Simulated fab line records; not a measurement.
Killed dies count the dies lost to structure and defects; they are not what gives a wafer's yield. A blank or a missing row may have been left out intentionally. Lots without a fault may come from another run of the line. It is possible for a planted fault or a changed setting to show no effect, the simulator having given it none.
Chamber matching -- flow n5Finfet -- rieDiel-03 running N5_BEOL_M2_VIA_ETCH_34: 4 sister chambers
The step etches the open film in C4F6/O2, target depth 69.4 nm, time 65.9 s. 14 wafers are shown with their chamber, then 7 later ones without.

EACH WAFER AND ITS CHAMBER
wafer,chamber,throttleValvePct (%),showerheadPlenumPTorr (Torr),rfVppV (V)
L074.1,3,30.4,2.90,677
L074.2,2,31.1,2.88,678
L074.3,0,30.7,2.66,684
L080.1,0,30.7,2.65,682
L080.3,3,30.5,2.90,676
L080.6,0,30.7,2.65,684
L083.2,2,31.1,2.87,679
L083.4,1,29.9,2.76,667
L083.6,0,30.7,2.65,685
L087.2,1,29.9,2.76,667
L087.5,3,30.5,2.89,677
L087.6,1,29.9,2.76,665
L090.1,2,31.1,2.86,677
L090.5,3,30.5,2.88,677

SIGNATURES, as means of the wafers listed above
reading,chamber 0,chamber 1,chamber 2,chamber 3,scatter within a chamber
throttleValvePct,30.700,29.900,31.100,30.475,0.0274
showerheadPlenumPTorr,2.6525,2.7600,2.8700,2.8925,0.00742
rfVppV,683.75,666.33,678.00,676.75,1.01
Rule: for a wafer and a chamber, the distance is found by dividing, reading by reading, the gap between the wafer's reading and the chamber's mean by the reading's scatter, squaring, summing and taking the root. The wafer belongs to the nearest chamber; if the next one is less than 2 further off, it can't be placed. The scatter: the root of (the sum of the squares of (reading less its chamber's mean) over the shown wafers, divided by (wafers less chambers)).

WAFERS MISSING THEIR CHAMBER
wafer,throttleValvePct (%),showerheadPlenumPTorr (Torr),rfVppV (V)
L090.6,31.1,2.86,679
L091.1,31.1,2.86,678
L091.5,30.2,2.98,696
L091.6,31.1,2.86,677
L093.2,30.2,2.97,696
L093.4,30.5,2.88,676
L093.5,30.0,2.76,666

WHICH CHAMBER EACH ONE RAN IN
wafer,from the rows above,in truth
L090.6,2,2
L091.1,2,2
L091.5,3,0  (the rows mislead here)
L091.6,2,2
L093.2,3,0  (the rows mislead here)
L093.4,3,3
L093.5,1,1
Correct placement for 5 of the 7. Number that these rows cannot place: 0. Placed wrongly: 2.
